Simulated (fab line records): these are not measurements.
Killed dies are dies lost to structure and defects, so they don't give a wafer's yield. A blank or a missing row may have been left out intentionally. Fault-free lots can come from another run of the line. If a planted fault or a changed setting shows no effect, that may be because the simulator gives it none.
A lot that was struck, set against a sound lot -- flow n5Finfet -- 37 out of 1938 route steps
Sound: wafers L939.1, L939.2, L939.5. The struck wafers were L946.2, L946.3, L946.5. The cause is given at the end.
Each step with rows lists, per side, the tool, then ch with its chambers, then its first start. Under that, the readings that differ: sound wafers -- struck wafers -- difference of the means -- sigmas: that difference in standard deviations of wafers without a fault.
alike: a reading whose means differ by less than 2 such deviations, as well as words and numbers matching on both sides. not compared: withheld readings; readings where some wafer has no value; bounds like >300 that might hide an equal value; numbers whose values overlap and for which the record gives no deviation.
Wherever a step has rows on one side only, a row that says differs or no value, or a row with sigmas, the two part there. When numbers do not overlap yet have no deviation, they are printed without sigmas and do not part them. Lack of a reading on every wafer of one side parts them only where that side has two or more wafers.

first, 9 steps without rows for these wafers: N5_BEOL_M6_SURFACE_TREAT_79; N5_BEOL_M6_CVD_78 (deposits Co from CCTBA/H2, target thk 2 nm, time 142.3 s); N5_BEOL_M6_SPUTTER_48 (material Cu, target thk 10 nm, time 1.667 s); N5_BEOL_M6_ECD_50 (material Cu, target thk 300 nm); N5_BEOL_M6_ANNEAL_51 (time 90 s); N5_BEOL_M6_CMP_52 (polishes, stops on SiCOH lowk, t overpolish 6.9 s, target thk 80 nm); N5_BEOL_M6_PRE_CLEAN_55 (time 15 s); N5_BEOL_M6_DEP_56 (deposits SiCN from 3MS/NH3, target thk 10 nm, time 17.5 s); N5_BEOL_M7_ILD_DEP_00 (deposits SiCOH lowk from DEMS/porogen, target thk 179.75 nm, time 33.4 s).
N5_BEOL_M7_CURE_74: cures SiCOH lowk, time 240 s.
  sound on uvCure-03 ch 0, day 10 13:54; struck on uvCure-03 ch 0, day 12 18:00
  no value came back on the struck wafers for lampPowerPct (%), runLengthS (s), timeS (s), wafer_temp_C_max; on the sound wafers lampPowerPct (%) reads 52.34 52.32 52.34
reading,sound,struck,difference,sigmas
model.SiCOH_lowk_of_BEOL_M7_ILD_DEP_00.thkNm (nm),154.2 155.6 158.2,178.6 176.4 183.4,+23.5,
N5_BEOL_M7_THK_MEAS_01:
  sound on filmMetro-02 at day 10 14:25; struck on filmMetro-01 at day 12 18:26
reading,sound,struck,difference,sigmas
M7_ILD_THK (nm),154.3 155.7 158.2,178.4 176.5 183.5,+23.4,+11
then, 24 steps without rows for these wafers: N5_BEOL_M7_PECVD_70 (deposits SiO2 from TEOS/O2, target thk 20 nm, time 22.7 s); N5_BEOL_M7_HM_DEP_02 (deposits TiN, target thk 20 nm); N5_BEOL_M7_COAT_59 (time 60 s, resist thk 100 nm); N5_BEOL_M7_COAT_60 (time 60 s, resist thk 35 nm); N5_BEOL_M7_COAT_05 (resist thk 90 nm); N5_BEOL_M7_EBR_07; N5_BEOL_M7_SOFTBAKE_06 (time 60 s); N5_BEOL_M7_EXPOSE_08 (exposes mask M7); N5_BEOL_M7_PEB_09 (peb time 60 s); N5_BEOL_M7_DEVELOP_10 (develop time 30 s); N5_BEOL_M7_DESCUM_16 (chemistry O2, time 7.9 s); N5_BEOL_M7_ETCH_61 (etches SiARC in CF4, target depth 45.5 nm, time 75.8 s); N5_BEOL_M7_ETCH_62 (etches SOC in N2/H2, target depth 110 nm, overetch 22 nm, time 165 s); N5_BEOL_M7_STRIP_68 (strips in N2/H2); N5_BEOL_M7_STRIP_67 (strips in CF4); N5_BEOL_M7_HM_OPEN_17 (chemistry Cl2/BCl3, target TiN, target depth 20 nm, overetch 6 nm); N5_BEOL_M7_STRIP_19 (strips in O2); N5_BEOL_M7_COAT_63 (time 60 s, resist thk 60 nm); N5_BEOL_M7_COAT_64 (time 60 s, resist thk 12 nm); N5_BEOL_M7_COAT_71 (time 60 s, resist thk 5 nm); N5_BEOL_M7_COAT_22 (resist thk 30 nm); N5_BEOL_M7_EBR_24; N5_BEOL_M7_SOFTBAKE_23 (time 60 s); N5_BEOL_M7_EXPOSE_25 (exposes mask V6, target cd 40 nm).
N5_BEOL_M7_CMP_52: polishes, stops on SiCOH lowk, t overpolish 6.9 s, target thk 80 nm.
  sound on cmp-03 ch 0,2, day 10 23:03; struck on cmp-03 ch 0,2,3, day 13 01:28
reading,sound,struck,difference,sigmas
model.SiCOH_lowk_of_BEOL_M7_ILD_DEP_00.thkNm (nm),151.2 152.6 155.2,175.6 173.4 180.4,+23.5,
  alike: motorCurrentA
-- here the record skips 3 days between the struck wafers' starts before and after, leaving off in module BEOL_M7 and picking up in module PASSIVATION (first step shown: number 1936 of the route) --
N5_PASSIVATION_PROBE_49:
  sound on prober-01 at day 14 06:22; struck on prober-01 at day 16 07:05
  alike: defectLimitedYield, killed_at_M0_to_M3, killed_at_M4_up, killedAtContacts, killedAtFrontEnd, killedAtOther, killedDies, killedOpen, killedShort, sort_bin_5_function, sort_bin_6_memory, sortNPass, sortYieldPct

WHERE THEY PART
At N5_BEOL_M7_CURE_74 first; at N5_BEOL_M7_THK_MEAS_01 last (within this record only). Later steps at which nothing parts them and some readings are alike: N5_BEOL_M7_CMP_52, N5_PASSIVATION_PROBE_49.

WHY: what had been put in by the simulator
Beginning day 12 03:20, the whole step at N5_BEOL_M7_CURE_74 was skipped on uvCure-03. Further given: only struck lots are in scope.
